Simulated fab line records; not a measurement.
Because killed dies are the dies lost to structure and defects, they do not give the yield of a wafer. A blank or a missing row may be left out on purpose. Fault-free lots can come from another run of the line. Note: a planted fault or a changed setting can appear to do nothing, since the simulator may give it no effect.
2 desks, one fault -- flow n5 finfet -- every desk sees just its own numbers, and what lay behind them comes last

## AT THE METROLOGY DESK
What the gauges read for every lot (on any tool): the sampled wafers with a number, averaged. Marked OUT: a lot whose mean sits more than 4 standard deviations from the usual mean, which makes it out of limits; the brackets give that distance. 7 of its 10 readings are shown, namely those furthest out on some lot.
Columns: A = DIBL_N at N5_BEOL_M4_RC_MEAS_101, usual 37.0 mV/V; B = IOFF_N at N5_BEOL_M4_RC_MEAS_101, usual 0.17 nA/um; C = IOFF_P at N5_BEOL_M4_RC_MEAS_101, usual 0.23 nA/um; D = ION_P at N5_BEOL_M4_RC_MEAS_101, usual 460 uA/um; E = SS_N at N5_BEOL_M4_RC_MEAS_101, usual 71.7 mV/dec; F = SS_P at N5_BEOL_M4_RC_MEAS_101, usual 73.6 mV/dec; G = VT_P at N5_BEOL_M4_RC_MEAS_101, usual -250 mV
lot,first seen here,A,B,C,D,E,F,G
L467,day 7 23:18,40.4,0.25,0.31,471,72.4,74.9,-247
L468,day 8 02:19,37.9,0.20,0.24,456,71.8,74.9,-249
L470,day 8 22:55,38.3,0.20,0.22,456,72.0,74.0,-251
L473,day 9 08:11,37.7,0.20,0.24,468,71.9,73.9,-252
L480,day 11 11:31,35.5,0.18,0.26,464,71.2,73.6,-248
L481,day 12 17:27,38.9,0.19,0.26,451,73.2,74.2,-249
L483,day 12 21:55,38.6,0.22,0.26,463,72.7,74.3,-249
L484,day 12 22:21,35.7,0.13,0.16,447,71.4,72.9,-255
L485,day 12 22:43,33.8,0.14,0.16,451,71.5,72.7,-256
L487,day 13 14:05,37.4,0.18,0.22,455,72.0,73.4,-251
Result from this desk: across the 10 lots, nothing is out of limits.

## TOOL OWNER'S DESK, litho track-02
The tool's own readings at N5_BEOL_M2_COAT_76 (time 60 s, resist thk 5 nm): means of the sampled wafers that have a number, for each lot that ran on this tool. Marked OUT: a lot whose mean sits more than 4 standard deviations from the usual mean, which makes it out of limits; the brackets give that distance.
Columns: A = run length s at N5_BEOL_M2_COAT_76, usual 66.07 s
lot,first seen here,A
L467,day 6 11:17,65.93
L473,day 8 01:57,65.94
L480,day 10 03:20,68.94 (+16) OUT
L481,day 10 03:47,68.98 (+16) OUT
L483,day 10 10:59,68.98 (+16) OUT
Finding of this desk: L480, L481, L483 out of limits; the first was L480 at day 10 03:20, on run length s at N5_BEOL_M2_COAT_76. L467, L473: within limits.

## ALL TOGETHER
An alarm could have come from the tool owner's desk at day 10 03:20, on L480, L481, L483.
Metrology desk: nothing out of limits seen.
The metrology desk holds a record of L480, L481, L483, inside its limits.
All the named lots went through N5_BEOL_M2_COAT_76 on litho track-02.

## WHAT THE SIMULATOR HAD INSERTED
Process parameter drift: litho track-02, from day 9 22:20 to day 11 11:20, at N5_BEOL_M2_COAT_76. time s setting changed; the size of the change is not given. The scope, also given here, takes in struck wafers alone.
Shown lots that were struck: L480, L481, L483.
Time in hours from fault onset to the first out-of-limits reading at each desk: the tool owner's desk, 5.
